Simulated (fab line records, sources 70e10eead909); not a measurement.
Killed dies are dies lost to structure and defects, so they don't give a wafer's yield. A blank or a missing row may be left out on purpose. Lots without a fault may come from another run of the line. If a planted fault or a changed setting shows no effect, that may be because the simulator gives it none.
Chamber matching | flow nand harc | NHARC_A_CHANNEL_FILL_D2_ALD_02 on ald hk-04: 4 sister chambers
The step deposits SiO2, target thk 6 nm, pulse time 10 s, ald cycles 60. 4 wafers are shown with their chamber, then 7 later ones without.

## WAFERS PAIRED WITH THEIR CHAMBERS
wafer  | chamber | heater power w (W)
L079.6 | 1       | 432
L086.3 | 2       | 470
L090.1 | 0       | 479
L090.5 | 3       | 593

## WAFERS MISSING THEIR CHAMBER
wafer  | heater power w (W)
L090.6 | 465
L092.4 | 471
L092.5 | 482
L092.6 | 451
L094.1 | 472
L094.2 | 585
L094.4 | 468

## THE CHAMBER EACH PASSED THROUGH
wafer  | from the rows above          | in truth
L090.6 | can't be placed: 2 or 0      | 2
L092.4 | can't be placed: 2 or 0      | 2
L092.5 | can't be placed: 0 or 2      | 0
L092.6 | can't be placed: 1 or 2 or 0 | 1
L094.1 | can't be placed: 2 or 0      | 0
L094.2 | 3                            | 3
L094.4 | can't be placed: 2 or 0      | 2
Correct placement for 1 of the 7. Not placeable from these rows: 6 (in 6, the candidates include the true chamber). Wrongly placed: 0.
How it was worked out, from the rows above alone: a wafer's distance from a chamber is the root of the sum, over the readings, of the square of ((its reading less the chamber's mean) divided by the reading's scatter). If the next closest chamber is less than 2 further off than the closest, the wafer can't be placed; otherwise it belongs to the closest. A chamber's mean is the mean of its shown wafers. The scatter: root of mean squared gap, hidden wafer to nearest shown wafer, with one shown wafer a chamber.
